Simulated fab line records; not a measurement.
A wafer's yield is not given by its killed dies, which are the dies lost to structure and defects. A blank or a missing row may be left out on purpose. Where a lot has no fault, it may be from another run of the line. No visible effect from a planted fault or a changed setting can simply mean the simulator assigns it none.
Which tool was responsible? || flow n5-finfet || 36 wafers from 12 lots sampled at 6 of the route's 1938 steps

## WHAT EACH GAUGE READ, for each wafer
N5_BEOL_M2_RS_MEAS_58: measurement is done with a four-point probe.
{"lot": "L075", "measured": "day 7 18:49", "on": "film-metro-02", "M2_RS (ohm/sq)": "0.73 0.63 0.74"}
{"lot": "L077", "measured": "day 7 22:25", "on": "film-metro-01", "M2_RS (ohm/sq)": "0.64 0.64 0.63"}
{"lot": "L079", "measured": "day 8 04:57", "on": "film-metro-01", "M2_RS (ohm/sq)": "0.63 0.62 0.64"}
{"lot": "L081", "measured": "day 9 08:28", "on": "film-metro-02", "M2_RS (ohm/sq)": "0.68 0.58 0.72"}
{"lot": "L084", "measured": "day 9 12:11", "on": "film-metro-01", "M2_RS (ohm/sq)": "0.59 0.58 0.63"}
{"lot": "L085", "measured": "day 10 08:59", "on": "film-metro-02", "M2_RS (ohm/sq)": "0.62 0.64 0.62"}
{"lot": "L087", "measured": "day 10 12:52", "on": "film-metro-02", "M2_RS (ohm/sq)": "0.63 0.62 0.64"}
{"lot": "L089", "measured": "day 10 23:11", "on": "film-metro-01", "M2_RS (ohm/sq)": "0.60 0.67 0.62"}
{"lot": "L090", "measured": "day 11 10:42", "on": "film-metro-02", "M2_RS (ohm/sq)": "0.61 0.64 0.64"}
{"lot": "L093", "measured": "day 11 20:46", "on": "film-metro-02", "M2_RS (ohm/sq)": "0.65 0.65 0.66"}
{"lot": "L095", "measured": "day 12 10:56", "on": "film-metro-02", "M2_RS (ohm/sq)": "0.64 0.61 0.62"}
{"lot": "L096", "measured": "day 13 05:08", "on": "film-metro-01", "M2_RS (ohm/sq)": "0.64 0.62 0.66"}

## TOOL THAT RAN EACH LOT (tool first, then ch and the chambers of the sampled wafers, then the start)
{"lot": "L075", "N5_BEOL_M2_ETCH_69": "rie-diel-03 ch 0,1,2, day 6 23:18", "N5_BEOL_M2_ALD_98": "ald-sin-03 ch 0,3, day 6 23:23", "N5_BEOL_M2_ALD_84": "ald-metal-04 ch 1,3, day 7 15:26", "N5_BEOL_M2_ANNEAL_82": "pvd-sputter-01, day 7 16:32", "N5_BEOL_M2_SPUTTER_92": "pvd-sputter-01, day 7 17:20"}
{"lot": "L077", "N5_BEOL_M2_ETCH_69": "rie-diel-03 ch 0,1,3, day 7 15:37", "N5_BEOL_M2_ALD_98": "ald-sin-03 ch 0,1,2, day 7 15:41", "N5_BEOL_M2_ALD_84": "ald-metal-04 ch 2,3, day 7 18:56", "N5_BEOL_M2_ANNEAL_82": "pvd-sputter-02, day 7 20:07", "N5_BEOL_M2_SPUTTER_92": "pvd-sputter-02, day 7 20:55"}
{"lot": "L079", "N5_BEOL_M2_ETCH_69": "rie-diel-05 ch 0,2, day 7 19:46", "N5_BEOL_M2_ALD_98": "ald-sin-02 ch 1,2,3, day 7 20:01", "N5_BEOL_M2_ALD_84": "ald-metal-03 ch 2,3, day 8 01:26", "N5_BEOL_M2_ANNEAL_82": "pvd-sputter-02, day 8 02:40", "N5_BEOL_M2_SPUTTER_92": "pvd-sputter-02, day 8 03:28"}
{"lot": "L081", "N5_BEOL_M2_ETCH_69": "rie-diel-01 ch 0,2,3, day 8 18:50", "N5_BEOL_M2_ALD_98": "ald-sin-04 ch 0,2, day 8 18:59", "N5_BEOL_M2_ALD_84": "ald-metal-04 ch 0,3, day 9 05:09", "N5_BEOL_M2_ANNEAL_82": "pvd-sputter-03, day 9 06:11", "N5_BEOL_M2_SPUTTER_92": "pvd-sputter-03, day 9 06:59"}
{"lot": "L084", "N5_BEOL_M2_ETCH_69": "rie-diel-01 ch 1,2,3, day 9 04:14", "N5_BEOL_M2_ALD_98": "ald-sin-03 ch 0,1,2, day 9 04:19", "N5_BEOL_M2_ALD_84": "ald-metal-01 ch 0,1,2, day 9 08:44", "N5_BEOL_M2_ANNEAL_82": "pvd-sputter-01, day 9 09:53", "N5_BEOL_M2_SPUTTER_92": "pvd-sputter-01, day 9 10:41"}
{"lot": "L085", "N5_BEOL_M2_ETCH_69": "rie-diel-03 ch 2,3, day 9 18:56", "N5_BEOL_M2_ALD_98": "ald-sin-04 ch 1,2, day 9 19:11", "N5_BEOL_M2_ALD_84": "ald-metal-01 ch 0,3, day 10 05:39", "N5_BEOL_M2_ANNEAL_82": "pvd-sputter-02, day 10 06:38", "N5_BEOL_M2_SPUTTER_92": "pvd-sputter-02, day 10 07:26"}
{"lot": "L087", "N5_BEOL_M2_ETCH_69": "rie-diel-03 ch 0,1,2, day 10 07:32", "N5_BEOL_M2_ALD_98": "ald-sin-03 ch 1,2, day 10 08:18", "N5_BEOL_M2_ALD_84": "ald-metal-03 ch 2,3, day 10 09:25", "N5_BEOL_M2_ANNEAL_82": "pvd-sputter-03, day 10 10:31", "N5_BEOL_M2_SPUTTER_92": "pvd-sputter-03, day 10 11:19"}
{"lot": "L089", "N5_BEOL_M2_ETCH_69": "rie-diel-03 ch 1,2, day 10 15:01", "N5_BEOL_M2_ALD_98": "ald-sin-03 ch 0,1,2, day 10 15:17", "N5_BEOL_M2_ALD_84": "ald-metal-04 ch 0,1,3, day 10 17:58", "N5_BEOL_M2_ANNEAL_82": "pvd-sputter-02, day 10 20:38", "N5_BEOL_M2_SPUTTER_92": "pvd-sputter-02, day 10 21:26"}
{"lot": "L090", "N5_BEOL_M2_ETCH_69": "rie-diel-01 ch 2,3, day 10 23:58", "N5_BEOL_M2_ALD_98": "ald-sin-03 ch 0,3, day 11 00:03", "N5_BEOL_M2_ALD_84": "ald-metal-03 ch 1,2, day 11 07:20", "N5_BEOL_M2_ANNEAL_82": "pvd-sputter-03, day 11 08:25", "N5_BEOL_M2_SPUTTER_92": "pvd-sputter-03, day 11 09:13"}
{"lot": "L093", "N5_BEOL_M2_ETCH_69": "rie-diel-05 ch 0,2,3, day 11 13:16", "N5_BEOL_M2_ALD_98": "ald-sin-03 ch 1,2, day 11 13:21", "N5_BEOL_M2_ALD_84": "ald-metal-03 ch 0,3, day 11 15:20", "N5_BEOL_M2_ANNEAL_82": "pvd-sputter-02, day 11 18:10", "N5_BEOL_M2_SPUTTER_92": "pvd-sputter-02, day 11 18:58"}
{"lot": "L095", "N5_BEOL_M2_ETCH_69": "rie-diel-01 ch 2,3, day 11 21:07", "N5_BEOL_M2_ALD_98": "ald-sin-03 ch 0,3, day 11 21:12", "N5_BEOL_M2_ALD_84": "ald-metal-04 ch 0,1,2, day 12 06:17", "N5_BEOL_M2_ANNEAL_82": "pvd-sputter-03, day 12 08:31", "N5_BEOL_M2_SPUTTER_92": "pvd-sputter-03, day 12 09:19"}
{"lot": "L096", "N5_BEOL_M2_ETCH_69": "rie-diel-05 ch 0,2,3, day 12 21:11", "N5_BEOL_M2_ALD_98": "ald-sin-04 ch 1,2,3, day 12 21:16", "N5_BEOL_M2_ALD_84": "ald-metal-03 ch 0,1,2, day 13 01:36", "N5_BEOL_M2_ANNEAL_82": "pvd-sputter-03, day 13 02:51", "N5_BEOL_M2_SPUTTER_92": "pvd-sputter-03, day 13 03:39"}
- N5_BEOL_M2_ETCH_69: etches SiARC in CF4, target depth 15.6 nm, time 26 s.
- N5_BEOL_M2_ALD_98: deposits SiO2, target thk 2.5 nm, pulse time 1 s, co reactant pulse time 1 s.
- N5_BEOL_M2_ALD_84: deposits TaN, pulse time 2 s, purge time 3 s, co reactant purge time 2 s.
- N5_BEOL_M2_ANNEAL_82: time 240 s.
- N5_BEOL_M2_SPUTTER_92: material Cu, target thk 4.5 nm, time 8.29 s.

## THE ANSWER, worked out from the rows above alone
Rule: the lots themselves supply what counts as usual. The widest of any qualifying gaps counts: lots, ordered by their means at a reading, are off when they make up no more than a third of the lots, leave a main group of 4 or more, and stand apart from it by 3 or more times the standard deviation of that group's means. A main group whose means are all the same, to the digits that the tables above print for the reading, isn't used. A lot without any number at a reading at which 4 lots or more have one is off too. Any other lot the step has rows for is counted as sound.
Across all readings shown, no lot is off: no conclusion can be drawn from this.

## WHAT HAD BEEN PUT IN BY THE SIMULATOR
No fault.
